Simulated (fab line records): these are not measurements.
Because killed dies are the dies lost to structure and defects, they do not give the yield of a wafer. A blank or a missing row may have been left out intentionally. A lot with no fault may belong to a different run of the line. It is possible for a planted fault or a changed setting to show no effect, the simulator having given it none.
Split-lot study || flow n5_finfet || 7 lots, 21 wafers read, on a route of 1938 steps

## THE SPLIT
At N5_SDB_COAT_03 (time 60 s, resist thk 100 nm), the setting spin_rpm was moved away from the recipe's 1500 rpm on 11 of the 21 wafers read, by -9.5% to +9.3%. The other wafers ran this setting at the recipe's value.

## FROM THE SPLIT TO THE READING: what the file shows between them, 7 steps
- N5_SDB_COAT_04: time 60 s, resist thk 18 nm
- N5_SDB_COAT_05: resist thk 90 nm
- N5_SDB_DESCUM_16: chemistry O2, time 7.9 s
- N5_SDB_ETCH_17: etches SiARC in CF4, target depth 23.4 nm, time 39 s
- N5_SDB_ETCH_18: etches SOC in N2/H2, target depth 100 nm, overetch 20 nm, time 150 s
- N5_SDB_STRIP_19: strips in N2/H2
- N5_SDB_STRIP_21: strips in CF4

## THE READING
SOC_of_SDB_COAT_03.thk_nm (the simulator's own value, which no gauge read), in nm, at N5_SDB_HM_OPEN_20 (chemistry CH3F/O2, target SiNx, stops on poly-Si, target depth 24 nm). The file does not state a usual value for it. Average 84.2 nm, standard deviation 0.42 nm, over the 10 wafers here run with the recipe.

{"wafer": "L074.3", "tool, chamber at the split": "litho_track-02, 0", "spin_rpm as run, rpm": 1500, "against the recipe": "recipe", "SOC_of_SDB_COAT_03.thk_nm, nm": 84.4, "against lot-mates on the recipe": "-"}
{"wafer": "L074.5", "tool, chamber at the split": "litho_track-02, 0", "spin_rpm as run, rpm": 1639, "against the recipe": "+9.3%", "SOC_of_SDB_COAT_03.thk_nm, nm": 79.4, "against lot-mates on the recipe": -5.0}
{"wafer": "L074.6", "tool, chamber at the split": "litho_track-02, 0", "spin_rpm as run, rpm": 1639, "against the recipe": "+9.3%", "SOC_of_SDB_COAT_03.thk_nm, nm": 80, "against lot-mates on the recipe": -4.4}
{"wafer": "L076.2", "tool, chamber at the split": "litho_track-03, 0", "spin_rpm as run, rpm": 1500, "against the recipe": "recipe", "SOC_of_SDB_COAT_03.thk_nm, nm": 84.2, "against lot-mates on the recipe": "-"}
{"wafer": "L076.3", "tool, chamber at the split": "litho_track-03, 0", "spin_rpm as run, rpm": 1500, "against the recipe": "recipe", "SOC_of_SDB_COAT_03.thk_nm, nm": 83.8, "against lot-mates on the recipe": "-"}
{"wafer": "L076.4", "tool, chamber at the split": "litho_track-03, 0", "spin_rpm as run, rpm": 1500, "against the recipe": "recipe", "SOC_of_SDB_COAT_03.thk_nm, nm": 84, "against lot-mates on the recipe": "-"}
{"wafer": "L079.1", "tool, chamber at the split": "litho_track-04, 0", "spin_rpm as run, rpm": 1358, "against the recipe": "-9.5%", "SOC_of_SDB_COAT_03.thk_nm, nm": 89.8, "against lot-mates on the recipe": "no lot-mate on the recipe"}
{"wafer": "L079.4", "tool, chamber at the split": "litho_track-04, 0", "spin_rpm as run, rpm": 1358, "against the recipe": "-9.5%", "SOC_of_SDB_COAT_03.thk_nm, nm": 89.8, "against lot-mates on the recipe": "no lot-mate on the recipe"}
{"wafer": "L079.6", "tool, chamber at the split": "litho_track-04, 0", "spin_rpm as run, rpm": 1358, "against the recipe": "-9.5%", "SOC_of_SDB_COAT_03.thk_nm, nm": 89.4, "against lot-mates on the recipe": "no lot-mate on the recipe"}
{"wafer": "L083.1", "tool, chamber at the split": "litho_track-04, 0", "spin_rpm as run, rpm": 1587, "against the recipe": "+5.8%", "SOC_of_SDB_COAT_03.thk_nm, nm": 81.4, "against lot-mates on the recipe": -2.6}
{"wafer": "L083.5", "tool, chamber at the split": "litho_track-04, 0", "spin_rpm as run, rpm": 1500, "against the recipe": "recipe", "SOC_of_SDB_COAT_03.thk_nm, nm": 84, "against lot-mates on the recipe": "-"}
{"wafer": "L083.6", "tool, chamber at the split": "litho_track-04, 0", "spin_rpm as run, rpm": 1587, "against the recipe": "+5.8%", "SOC_of_SDB_COAT_03.thk_nm, nm": 80.8, "against lot-mates on the recipe": -3.2}
{"wafer": "L088.1", "tool, chamber at the split": "litho_track-03, 0", "spin_rpm as run, rpm": 1500, "against the recipe": "recipe", "SOC_of_SDB_COAT_03.thk_nm, nm": 83.6, "against lot-mates on the recipe": "-"}
{"wafer": "L088.3", "tool, chamber at the split": "litho_track-03, 0", "spin_rpm as run, rpm": 1500, "against the recipe": "recipe", "SOC_of_SDB_COAT_03.thk_nm, nm": 84, "against lot-mates on the recipe": "-"}
{"wafer": "L088.5", "tool, chamber at the split": "litho_track-03, 0", "spin_rpm as run, rpm": 1626, "against the recipe": "+8.4%", "SOC_of_SDB_COAT_03.thk_nm, nm": 79.8, "against lot-mates on the recipe": -4.0}
{"wafer": "L092.2", "tool, chamber at the split": "litho_track-02, 0", "spin_rpm as run, rpm": 1500, "against the recipe": "recipe", "SOC_of_SDB_COAT_03.thk_nm, nm": 84, "against lot-mates on the recipe": "-"}
{"wafer": "L092.5", "tool, chamber at the split": "litho_track-02, 0", "spin_rpm as run, rpm": 1448, "against the recipe": "-3.5%", "SOC_of_SDB_COAT_03.thk_nm, nm": 86.6, "against lot-mates on the recipe": "+2.6"}
{"wafer": "L092.6", "tool, chamber at the split": "litho_track-02, 0", "spin_rpm as run, rpm": 1448, "against the recipe": "-3.5%", "SOC_of_SDB_COAT_03.thk_nm, nm": 86, "against lot-mates on the recipe": "+2.0"}
{"wafer": "L095.1", "tool, chamber at the split": "litho_track-03, 0", "spin_rpm as run, rpm": 1500, "against the recipe": "recipe", "SOC_of_SDB_COAT_03.thk_nm, nm": 85.2, "against lot-mates on the recipe": "-"}
{"wafer": "L095.4", "tool, chamber at the split": "litho_track-03, 0", "spin_rpm as run, rpm": 1500, "against the recipe": "recipe", "SOC_of_SDB_COAT_03.thk_nm, nm": 84.4, "against lot-mates on the recipe": "-"}
{"wafer": "L095.5", "tool, chamber at the split": "litho_track-03, 0", "spin_rpm as run, rpm": 1457, "against the recipe": "-2.9%", "SOC_of_SDB_COAT_03.thk_nm, nm": 86.6, "against lot-mates on the recipe": "+1.8"}

FIT RESULTS
A straight line over all 21 wafers: SOC_of_SDB_COAT_03.thk_nm changes by -0.545 nm for each +1% of spin_rpm; r = -0.99; the points scatter about the line by 0.44 nm.
The same after taking each lot's own level away (the mean of its wafers on the recipe; 18 wafers): -0.524 nm for each +1%; r = -0.99; scatter 0.31 nm.
That fit puts the effect of the largest move of spin_rpm on the reading at 5 nm.
Measured against the standard deviation above, the lots' own levels, which go from 83.80 to 84.80 nm, span 2.4 times it.
Hence the lot-to-lot level has little effect on the slope; both slopes agree.
Check: for one of the wafers moved furthest among these (+9.3%), held out of the fit, the line's prediction against its lot-mates is -4.64 nm. Against them it came out at -5 nm.

## THE WHOLE CHAIN: every reading that the file lists as answering this split, in the file's order
{"step": "N5_SDB_COAT_03", "what it does": "time 60 s, resist thk 100 nm", "reading": "SOC_of_SDB_COAT_03.thk_nm (the simulator's own value, which no gauge read)", "change (the file's fit)": "-0.489 nm for each +1% of the setting", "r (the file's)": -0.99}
{"step": "N5_SDB_ETCH_18", "what it does": "etches SOC in N2/H2, target depth 100 nm, overetch 20 nm, time 150 s", "reading": "etch.depth_nm (the simulator's own value, which no gauge read)", "change (the file's fit)": "-0.489 nm for each +1% of the setting", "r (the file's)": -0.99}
{"step": "N5_SDB_HM_OPEN_20", "what it does": "chemistry CH3F/O2, target SiNx, stops on poly-Si, target depth 24 nm", "reading": "SOC_of_SDB_COAT_03.thk_nm (the simulator's own value, which no gauge read)", "change (the file's fit)": "-0.509 nm for each +1% of the setting", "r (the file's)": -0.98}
{"step": "N5_SDB_STRIP_22", "what it does": "strips in N2/H2", "reading": "strip_time_to_endpoint_s", "change (the file's fit)": "withheld for each +1% of the setting", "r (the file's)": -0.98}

## THE FILE'S OWN FIT
SOC_of_SDB_COAT_03.thk_nm changes by -0.509 nm for each +1% of spin_rpm, r = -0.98.
